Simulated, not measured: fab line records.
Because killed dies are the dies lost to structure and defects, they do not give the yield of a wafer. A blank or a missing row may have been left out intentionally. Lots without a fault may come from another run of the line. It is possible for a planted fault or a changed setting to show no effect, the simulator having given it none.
fab line records	flow n5Finfet
record: lots: 4	wafers: 12	lastDay: 18
route steps=1938 shown MOL_CONTACT_COAG@551 BEOL_M4@1111 PASSIVATION@1936
lots with no fault: from the same line, run without faults
startH: start of the lot's first displayed wafer, in hours after the record's first day	waitH: how many hours have passed since the lot's step before this one	" the same as in the row above	L1.1+2: several wafers, shown together as one row	- no value present, or no start provided	* or withheld: withheld	< > ~ a bound
route shown NAME@n: names a module that has steps shown in the file, with the first one's number in the route	usual: mean/standard deviation taken from wafers without a fault	same: alike in all rows	chamber/n: place in a boat	sites: each site's reading	_std_site: standard deviation across them	_edge_site: inner sites' mean taken away from outer sites' mean	radiusMm: for every site, how far away it sits from the centre of the wafer	mask NAME#n: copy n	behind: the last tool/chamber to shape the wafer	hold: why the lot was held/for how many hours/how that ended	device: names the non-switching transistor (n, p or np)	end of line: at the end of the route, the tests of the same wafers	where a step has no rows: the recipe by itself	killed: dies lost to structure and defects at the first sort, not the wafer's yield	map: dies across one wafer; x = killed, . = not, _ = none there
set.NAME: the setting as run; set.NAME@STEP: as run at that earlier step	model.NAME: the simulator's own value behind a step, which no gauge read
lots at some steps of the route; a table a step, a row a wafer
services: from which hour (startH, from the record's first day; less than 0 if before it) a tool's chamber was out of use, for how many hours, and why
== steps ==
step: N5_MOL_CONTACT_COAG_SPUTTER_130
recipe: material: Co	targetThkA: 475	tempC: 25	chamberPressurePa: 0.5	powerW: 3000
step: N5_MOL_CONTACT_COAG_PRECLEAN_125
recipe: chemistry: DIW	timeS: 57.5	tempC: 23
step: N5_MOL_CONTACT_COAG_SRD_126
recipe: dryTimeS: 32	dry: n2Spin	spinRpm: 1500
step: N5_MOL_CONTACT_COAG_CMP_23
recipe: stopOn: SiO2	tOverpolishS: 1.5	postCmpClean: cuAlkaline	downForcePsi: 2	platenRpm: 50.289	padVelocityMS: 1.0006	targetThkNm: 0
step: N5_MOL_CONTACT_COAG_WET_ETCH_26
recipe: target: Co	targetDepthNm: 13
step: N5_MOL_CONTACT_COAG_WET_ETCH_116
recipe: chemistry: SC1-inhibited	targetDepthNm: 4.6	dry: ipaMarangoni	rinseTimeS: 30	rinseTempC: 23
step: N5_MOL_CONTACT_COAG_ALD_27
recipe: material: SiOC	targetThkA: 170	tempC: 400	aldPrecursorFamily: carbosiloxane	aldCoReactant: H2-plasma	pulseTimeS: 1.5	timeS: 2720	purgeTimeS: 2	coReactantPurgeTimeS: 2	aldCycles: 340	pressureTorr: 2
step: N5_MOL_CONTACT_COAG_CMP_28
recipe: stopOn: SiNx	tOverpolishS: 0.85	postCmpClean: alkalineBrush	downForcePsi: 4.15	platenRpm: 51.8	padVelocityMS: 1.0307	targetThkNm: 14.522
step: N5_MOL_CONTACT_COAG_ALD_123
recipe: material: SiNx	targetThkA: 50	tempC: 400	aldPrecursorFamily: SiH2I2	aldCoReactant: N2/H2-plasma	pulseTimeS: 1	purgeTimeS: 2	coReactantPurgeTimeS: 2	aldCycles: 100	pressureTorr: 2
step: N5_MOL_CONTACT_COAG_PECVD_31
recipe: material: SiO2	targetThkA: 460	tempC: 400	precursor: TEOS/O2	pressureTorr: 6.5	rfW: withheld	teosFlowSccm: withheld	gas: O2	flowSccm: 2650	timeS: 8.9
usual: susceptorTempC: 399.99/0.24
lot.wafer	tool	chamber	startH	waitH	susceptorTempC
L132.2	pecvd-03	1	125.40	0.3	399.46
L132.3	"	2	"	"	399.88
L132.6	"	1	"	"	399.74
L142.2	pecvd-03	2	187.98	0.3	399.93
L142.3	"	0	"	"	399.44
L142.4	"	1	"	"	400.01
L143.1	pecvd-01	0	192.95	0.3	400.24
L143.2	"	1	"	"	399.84
L143.6	"	0	"	"	400.39
L147.3	pecvd-03	1	222.06	0.3	399.78
L147.4	"	0	"	"	400.04
L147.6	"	0	"	"	399.99
step: N5_MOL_CONTACT_COAG_COAT_75
recipe: resist: SOC	tempC: 250	timeS: 60	spinRpm: 1500	resistThkNm: 60
step: N5_MOL_CONTACT_COAG_COAT_76
recipe: resist: SiARC	tempC: 220	timeS: 60	spinRpm: 1500	resistThkNm: 10
step: N5_MOL_CONTACT_COAG_COAT_77
recipe: resist: underlayer	tempC: 205	timeS: 60	spinRpm: 1500	resistThkNm: 10
step: N5_MOL_CONTACT_COAG_COAT_78
recipe: resist: CAR-EUV	spinRpm: 1500	resistThkNm: 40
step: N5_MOL_CONTACT_COAG_EBR_80
recipe: solvent: PGMEA	ebrWidthMm: 1.5
step: N5_MOL_CONTACT_COAG_SOFTBAKE_79
recipe: tempC: 110	timeS: 60	resist: CAR-EUV
step: N5_MOL_CONTACT_COAG_EXPOSE_81
recipe: maskId: VG	na: 0.33	sourceShape: annular	sigmaInner: 0.3	sigmaOuter: 0.7	polarization: unpolarized	defocusNm: 0	doseMj: 59.5
step: N5_MOL_CONTACT_COAG_PEB_82
recipe: pebTempC: 100	pebTimeS: 60	resist: CAR-EUV
step: N5_MOL_CONTACT_COAG_DEVELOP_83
recipe: developTimeS: 30	developer: TMAH	resist: CAR-EUV	rinseLiquid: surfactantRinse	dry: airSpin	devTempC: 23
step: N5_MOL_CONTACT_COAG_DESCUM_88
recipe: chemistry: O2	timeS: 7	sourcePowerW: 50	biasPowerW: 20	pressureMtorr: 20	rfFrequencyHz: 2.712e+07	tempC: 40	resist: CAR-EUV	o2FlowSccm: 225
step: N5_MOL_CONTACT_COAG_ETCH_89
recipe: chemistry: N2/H2	target: underlayer	targetDepthA: 130	maskMaterial: CAR-EUV	timeS: 10.4	ionEnergyEv: 200	pressureMtorr: 30	sourceW: 840	biasW: 150	n2FlowSccm: 200	h2FlowSccm: 200	ends: cleared
step: N5_MOL_CONTACT_COAG_ETCH_90
recipe: chemistry: CF4	target: SiARC	targetDepthA: 130	maskMaterial: CAR-EUV	timeS: 21.7	ionEnergyEv: 80	pressureMtorr: 40	sourceW: 545	biasW: 36	Ar_flow_sccm: 100	cf4FlowSccm: 100	ends: cleared
step: N5_MOL_CONTACT_COAG_ALD_131
recipe: material: SiO2	targetThkA: 50	tempC: 100	aldPrecursorFamily: BDEAS	aldCoReactant: O2-plasma	pulseTimeS: 1	coReactantPulseTimeS: 1	purgeTimeS: 2	coReactantPurgeTimeS: 2	aldCycles: 35	pressureTorr: 2
step: N5_MOL_CONTACT_COAG_ETCHBACK_132
recipe: chemistry: CHF3	target: SiO2	targetDepthA: 100	timeS: 6.7	ionEnergyEv: 200	pressureMtorr: 30	sourceW: 610	biasW: 170	Ar_flow_sccm: 200	CHF3_flow_sccm: 50
step: N5_MOL_CONTACT_COAG_ETCH_91
recipe: chemistry: N2/H2	target: SOC	targetDepthA: 600	overetchA: 210	maskMaterial: SiARC	tempC: 40	timeS: 101.2	ionEnergyEv: 200	pressureMtorr: 30	sourceW: 840	biasW: 150	n2FlowSccm: 200	h2FlowSccm: 200
step: N5_MOL_CONTACT_COAG_STRIP_92
recipe: chemistry: N2/H2	tempC: 40	n2FlowSccm: 200	h2FlowSccm: 200	rfFrequencyHz: 6e+07
step: N5_MOL_CONTACT_COAG_STRIP_93
recipe: chemistry: N2/H2	tempC: 40	n2FlowSccm: 200	h2FlowSccm: 200	rfFrequencyHz: 6e+07
step: N5_MOL_CONTACT_COAG_ETCHBACK_135
recipe: chemistry: CHF3	target: SiO2	targetDepthA: 250	timeS: 16.7	ionEnergyEv: 200	pressureMtorr: 30	sourceW: 610	biasW: 170	Ar_flow_sccm: 200	CHF3_flow_sccm: 50
step: N5_MOL_CONTACT_COAG_STRIP_118
recipe: chemistry: CHF3	resist: SiARC	rfFrequencyHz: 6e+07
step: N5_MOL_CONTACT_COAG_VIA_ETCH_46
recipe: chemistry: C4F6/O2	targetDepthA: 460	overetchA: 92	maskMaterial: SOC	target: SiO2	biasW: 455	pressureMtorr: 10	timeS: 40	sourceW: 325	Ar_flow_sccm: 300	C4F6_flow_sccm: 10	O2_flow_sccm: 10	ionEnergyEv: 575.3	ends: endPoint
step: N5_MOL_CONTACT_COAG_STRIP_96
recipe: chemistry: N2/H2	powerW: 500	tempC: 40	pressureMtorr: 50	rfFrequencyHz: 6e+07	overashFraction: 0.3	biasPowerW: 28	h2Frac: 0.5	n2FlowSccm: 300	h2FlowSccm: 300
step: N5_MOL_CONTACT_COAG_ETCH_47
recipe: chemistry: CH3F/O2	target: SiNx	targetDepthA: 270	maskMaterial: SiO2	stopOn: W	overEtchFrac: 0.2	ionEnergyEv: 120	endpoint: OES-CN	pressureMtorr: 30	sourceW: 395	biasW: 73	Ar_flow_sccm: 150	CH3F_flow_sccm: 30	O2_flow_sccm: 20	ends: endPoint
step: N5_MOL_CONTACT_COAG_STRIP_119
recipe: chemistry: N2/H2	timeS: 30	powerW: 1000	tempC: 250	pressureMtorr: withheld	n2FlowSccm: 1750	h2FlowSccm: 3250
step: N5_MOL_CONTACT_COAG_PRECLEAN_144
recipe: chemistry: alkalineClean	tempC: 60	timeS: 60	doPpb: 50
step: N5_MOL_CONTACT_COAG_SRD_145
recipe: dry: ipaMarangoni	timeS: 30	tempC: 23	rinseLiquid: diw
step: N5_MOL_CONTACT_COAG_THK_MEAS_53
recipe: reads: SiO2_of_MOL_CONTACT_COAG_PECVD_31
usual: VIA_MOL_THK: 44.1/0.82
lot.wafer	tool	chamber	startH	waitH	VIA_MOL_THK[nm]
L132.2	filmMetro-01	-	129.38	-	44.2
L132.3	"	-	"	"	45.0
L132.6	"	-	"	"	44.9
L142.2	filmMetro-02	-	193.26	-	34.0
L142.3	"	-	"	"	34.2
L142.4	"	-	"	"	34.1
L143.1	filmMetro-01	-	196.58	-	42.1
L143.2	"	-	"	"	42.6
L143.6	"	-	"	"	43.4
L147.3	filmMetro-02	-	225.84	-	34.6
L147.4	"	-	"	"	34.3
L147.6	"	-	"	"	34.6
step: N5_BEOL_M4_RC_MEAS_101
usual: DIBL_N: 36.6/1.9	DIBL_P: 36.7/2.2	IOFF_N: 0.16/0.035	IOFF_P: 0.22/0.038	ION_N: 672/14	ION_P: 462/8.3	SS_N: 71.6/0.65	SS_P: 73.5/0.72	VT_N: 250/3.5	VT_P: -250/3.1
lot.wafer	tool	chamber	startH	waitH	DIBL_N[mV/V]	DIBL_P[mV/V]	IOFF_N[nA/um]	IOFF_P[nA/um]	ION_N[uA/um]	ION_P[uA/um]	SS_N[mV/dec]	SS_P[mV/dec]	VT_N[mV]	VT_P[mV]
L132.2	prober-02	0	223.06	0.2	40.4	41.0	0.23	0.28	669	458	72.8	73.7	247	-247
L132.3	"	0	"	"	31.4	31.7	0.08	0.14	641	456	70.6	72.0	259	-252
L132.6	"	0	"	"	38.7	39.8	0.19	0.27	682	472	72.1	74.0	246	-245
L142.2	prober-01	0	283.63	0.2	39.5	37.0	0.21	0.27	703	478	72.1	74.5	241	-246
L142.3	"	0	"	"	41.1	38.8	0.24	0.30	701	479	72.7	74.0	241	-246
L142.4	"	0	"	"	37.6	34.9	0.17	0.22	666	459	71.6	74.1	249	-250
L143.1	prober-01	0	291.00	0.0	35.8	37.3	0.15	0.24	676	466	71.3	74.4	251	-247
L143.2	"	0	"	"	40.0	41.2	0.24	0.32	666	461	72.7	75.3	249	-245
L143.6	"	0	"	"	35.4	37.4	0.15	0.23	662	467	71.4	74.0	252	-247
L147.3	prober-01	0	319.41	0.3	37.1	38.1	0.17	0.23	690	473	71.7	74.3	249	-248
L147.4	"	0	"	"	38.6	38.7	0.18	0.24	666	459	72.2	74.4	252	-248
L147.6	"	0	"	"	37.3	36.9	0.15	0.21	660	452	71.0	74.1	254	-250
step: N5_PASSIVATION_PROBE_49
usual: defectLimitedYield: 91.6/1.4	killed_at_M0_to_M3: 35/10	killed_at_M4_up: 13/4.8	killedAtContacts: 12/7.2	killedAtFrontEnd: 36/12	killedAtOther: 4/3.1	killedDies: 100/17	killedOnRim: 13/4.2	killedOpen: 66/13	killedShort: 32/7.3	sort_bin_4_leakage: 0.00/0.0099	sort_bin_5_function: 5.0/0.94	sort_bin_6_memory: 3.1/0.67	sort_bin_8_speed: 0.01/0.047	sortNPass: 1080/17	sortYieldPct: 91.6/1.4
same: grossDies: 1180	killedAtBackSide: 0
lot.wafer	tool	chamber	startH	waitH	defectLimitedYield[%]	killed_at_M0_to_M3	killed_at_M4_up	killedAtContacts	killedAtFrontEnd	killedAtOther	killedDies	killedOnRim	killedOpen	killedShort	sort_bin_4_leakage[%]	sort_bin_5_function[%]	sort_bin_6_memory[%]	sort_bin_8_speed[%]	sortNPass	sortYieldPct[%]
L142.2	prober-02	-	418.19	0.1	91.9	26	8	25	34	2	95	21	49	35	0	4.2	3.0	0	1085	91.9
L142.3	prober-02	-	418.24	0.1	90.8	34	19	21	30	5	109	20	79	22	0	5.3	3.2	0	1071	90.8
L142.4	prober-02	-	418.29	0.2	91.9	22	6	15	36	17	96	18	54	31	0	4.7	2.4	0	1084	91.9
L147.3	prober-02	-	438.64	0.1	94.4	22	8	11	20	5	66	10	35	22	0	2.4	2.2	0	1114	94.4
L147.4	prober-02	-	438.69	0.2	90.8	43	20	18	25	2	108	20	73	29	0	5.2	3.4	0	1072	90.8
L147.6	prober-02	-	438.79	0.3	93.3	24	9	25	19	2	79	15	42	25	0	2.7	2.9	0	1101	93.3
killed by level:class
L142.2 MOL_CONTACT_COAG:geometricParticle:open=14 MOL_CONTACT_COAG:areaPecvd=8 BEOL_M2:geometricParticle:open=7 BEOL_M2:geometricParticle:short=7 DUMMY_GATE:geometricParticle:open=6 FIN_SAQP:geometricParticle:short=5 GATE_CUT:geometricParticle:open=4 BEOL_M0:geometricParticle:short=4
L142.3 MOL_CONTACT_COAG:geometricParticle:open=14 BEOL_M1:geometricParticle:open=13 BEOL_M4:geometricParticle:open=9 BEOL_M8:geometricParticle:open=9 FIN_SAQP:geometricParticle:open=6 MOL_CONTACT_COAG:areaPecvd=6 BEOL_M0_SAQP:geometricParticle:open=5 BEOL_M2:geometricParticle:open=4
L142.4 FIN_SAQP:geometricParticle:short=8 MOL_CONTACT_COAG:geometricParticle:open=7 BEOL_M1:geometricParticle:open=7 PAD_METAL:geometricParticle:short=6 BEOL_M2:geometricParticle:open=6 MOL_CONTACT_COAG:areaPecvd=6 FIN_SAQP:geometricParticle:open=4 DUMMY_GATE:geometricParticle:open=4
L147.3 BEOL_M2:geometricParticle:open=13 MOL_CONTACT_COAG:areaPecvd=8 FIN_SAQP:geometricParticle:short=6 STI_FIN_REVEAL:geometricParticle:open=3 GATE_CUT:geometricParticle:short=3 MOL_CONTACT_COAG:geometricParticle:open=3 BEOL_M0_SAQP:geometricParticle:short=3 PASS1_DEP:geometricParticle:short=3
L147.4 MOL_CONTACT_COAG:geometricParticle:open=11 BEOL_M1:geometricParticle:open=10 FIN_SAQP:geometricParticle:short=8 FIN_SAQP:geometricParticle:open=7 BEOL_M2:geometricParticle:open=7 BEOL_M0_SAQP:geometricParticle:short=6 BEOL_M0_SAQP:geometricParticle:open=6 BEOL_M4:geometricParticle:open=6
L147.6 MOL_CONTACT_COAG:areaPecvd=12 BEOL_M0_SAQP:geometricParticle:open=8 MOL_CONTACT_COAG:geometricParticle:open=7 BEOL_M0_SAQP:geometricParticle:short=7 STI_FIN_REVEAL:geometricParticle:open=6 MOL_CONTACT_COAG:geometricParticle:short=6 FIN_SAQP:geometricParticle:short=5 BEOL_M5:geometricParticle:open=5
== services ==
tool	chamber	startH	hours	kind
pecvd-01	0	118.56	17.8	repair
pecvd-03	2	135.26	2.1	scheduledDown
pecvd-03	0	159.45	2.1	scheduledDown
pecvd-01	1	161.82	2.1	scheduledDown
pecvd-03	-	193.06	0.3	repair
pecvd-01	-	200.24	6.0	pm
pecvd-03	1	201.03	2.1	scheduledDown
pecvd-03	2	203.21	-	clean
pecvd-03	2	203.21	-	consumableReplace:showerhead
pecvd-03	2	203.21	29.0	scheduledDown
pecvd-03	2	203.21	29.0	ventCycle
== key ==
firstSign: step: N5_MOL_CONTACT_COAG_THK_MEAS_53	reading: VIA_MOL_THK	direction: down	sigmas: 12	usual: 44.1	struck: 34.3
effect none on later readings
metAt N5_MOL_CONTACT_COAG_PECVD_31
struckWafers L142.2,L142.3,L142.4,L147.3,L147.4,L147.6
onsetBetween 125.40 187.98
fault: kind: siteProfileDrift	tool: pecvd-03	chamber: -	onsetH: 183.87	steps: N5_MOL_CONTACT_COAG_PECVD_31	basis: fraction	maxAbsDrift: 0.48417	slopeSharePerHr: 107.59	sitePattern: 0,0,0,0,0,-1,-1,-1,-1
